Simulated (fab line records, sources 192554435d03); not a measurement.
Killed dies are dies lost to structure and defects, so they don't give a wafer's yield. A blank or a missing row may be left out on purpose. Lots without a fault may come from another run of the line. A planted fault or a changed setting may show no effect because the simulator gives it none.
A struck lot beside a sound one | flow n5_finfet | 37 steps out of a route of 1938
Sound: wafers L356.1, L356.3, L356.5. Struck: wafer L346.1. (L346.5 of the same lot was not struck and is left out.) The cause comes at the end.
At each step with rows: each side's tool, then ch and its chambers, then its first start. Under that, the readings that differ: sound wafers | struck wafers | difference of the means | sigmas: that difference in standard deviations of wafers without a fault.
alike: readings whose means differ by less than 2 such deviations, and words and numbers that are the same on both sides. not compared: withheld readings, readings that some wafer has no value for, bounds like >300 that may hide the same value, and numbers for which the record gives no deviation and whose values overlap.
The two part at a step that has a row with sigmas, a row that says differs or no value, or rows on one side only. Numbers that don't overlap but have no deviation are shown without sigmas and don't part them. A reading that every wafer of one side lacks parts them only if that side has two wafers or more.

first, 9 steps without rows for these wafers: N5_BEOL_M2_ANNEAL_95 (time 240 s); N5_BEOL_M2_SPUTTER_96 (material Cu, target thk 4.5 nm, time 8.29 s); N5_BEOL_M2_ECD_50 (material Cu, target thk 300 nm); N5_BEOL_M2_ANNEAL_51 (time 90 s); N5_BEOL_M2_CMP_52 (polishes, stops on SiOC, t overpolish 6.8 s, target thk 40 nm); N5_BEOL_M2_PRE_CLEAN_60 (time 15 s); N5_BEOL_M2_CO_CAP_55 (material Co, precursor CCTBA/H2, target thk 2 nm, time 102.1 s); N5_BEOL_M2_PRE_CLEAN_56 (time 15 s); N5_BEOL_M2_DEP_57 (deposits SiCN from 3MS/NH3, target thk 8 nm, time 14 s).
N5_BEOL_M3_ILD_DEP_00: deposits SiOC from DEMS/O2, target thk 79 nm, time 15.3 s.
  sound on pecvd-04 ch 0,1,2, day 12 11:23; struck on pecvd-03 ch 1, day 9 00:14
  reading                                      | sound        | struck | difference | sigmas
  model.SiOC_of_BEOL_M3_ILD_DEP_00.thk_nm (nm) | 77.2 78.6 79 | 74.4   | -3.9       |
  alike: heater_power_w, showerhead_plenum_p_Torr, throttle_valve_pct
N5_BEOL_M3_THK_MEAS_01:
  sound on film_metro-02, day 12 11:28; struck on film_metro-01, day 9 00:18
  reading         | sound          | struck | difference | sigmas
  M3_ILD_THK (nm) | 77.3 78.6 79.1 | 74.4   | -3.9       | -4
then, 24 steps without rows for these wafers: N5_BEOL_M3_PECVD_72 (deposits SiO2 from TEOS/O2, target thk 16 nm, time 18 s); N5_BEOL_M3_HM_DEP_02 (deposits TiN, target thk 20 nm); N5_BEOL_M3_COAT_61 (time 60 s, resist thk 60 nm); N5_BEOL_M3_COAT_62 (time 60 s, resist thk 12 nm); N5_BEOL_M3_COAT_73 (time 60 s, resist thk 5 nm); N5_BEOL_M3_COAT_05 (resist thk 30 nm); N5_BEOL_M3_EBR_07; N5_BEOL_M3_SOFTBAKE_06 (time 60 s); N5_BEOL_M3_EXPOSE_08 (exposes mask M3); N5_BEOL_M3_PEB_09 (peb time 60 s); N5_BEOL_M3_DEVELOP_10 (develop time 30 s); N5_BEOL_M3_DESCUM_16 (chemistry O2, time 7 s); N5_BEOL_M3_ETCH_74 (etches underlayer in N2/H2, target depth 6.5 nm, time 5.2 s); N5_BEOL_M3_ETCH_63 (etches SiARC in CF4, target depth 15.6 nm, time 26 s); N5_BEOL_M3_ETCH_64 (etches SOC in N2/H2, target depth 75 nm, overetch 15 nm, time 112.5 s); N5_BEOL_M3_STRIP_65 (strips in N2/H2); N5_BEOL_M3_STRIP_75 (strips in N2/H2); N5_BEOL_M3_STRIP_66 (strips in CF4); N5_BEOL_M3_HM_OPEN_17 (chemistry Cl2/BCl3, target TiN, target depth 20 nm, overetch 6 nm); N5_BEOL_M3_STRIP_19 (strips in O2); N5_BEOL_M3_COAT_67 (time 60 s, resist thk 60 nm); N5_BEOL_M3_COAT_68 (time 60 s, resist thk 12 nm); N5_BEOL_M3_COAT_76 (time 60 s, resist thk 5 nm); N5_BEOL_M3_COAT_22 (resist thk 30 nm).
N5_BEOL_M3_CMP_52: polishes, stops on SiOC, t overpolish 6.8 s, target thk 40 nm.
  sound on cmp-01 ch 0,1,2, day 13 07:28; struck on cmp-01 ch 1, day 10 06:53
  reading                                      | sound          | struck | difference | sigmas
  model.SiOC_of_BEOL_M3_ILD_DEP_00.thk_nm (nm) | 74.2 75.6 76   | 71.4   | -3.9       |
  model.Cu_of_BEOL_M3_ECD_50.thk_nm (nm)       | 39.2 39.2 41.6 | 37.4   | -2.6       |
  alike: barrier_field_endpoint_s, clearing_platen_rpm, motor_current_A, overpolish_run_s, platen_rpm, time_to_endpoint_s
N5_BEOL_M4_RC_MEAS_101:
  sound on prober-01 ch 0, day 14 10:40; struck on prober-01 ch 0, day 11 05:59
  reading        | sound          | struck | difference | sigmas
  IOFF_N (nA/um) | 0.15 0.20 0.17 | 0.11   | -0.06      | -2
  ION_N (uA/um)  | 665 682 677    | 650    | -25        | -2
  SS_N (mV/dec)  | 71.6 71.9 71.7 | 70.3   | -1.4       | -2
  VT_N (mV)      | 250 245 247    | 256    | +9         | +2
  alike: DIBL_N, DIBL_P, IOFF_P, ION_P, SS_P, VT_P

WHERE THEY PART
First at N5_BEOL_M3_THK_MEAS_01; last, within this record, at N5_BEOL_M4_RC_MEAS_101.

WHY: what the simulator had put in
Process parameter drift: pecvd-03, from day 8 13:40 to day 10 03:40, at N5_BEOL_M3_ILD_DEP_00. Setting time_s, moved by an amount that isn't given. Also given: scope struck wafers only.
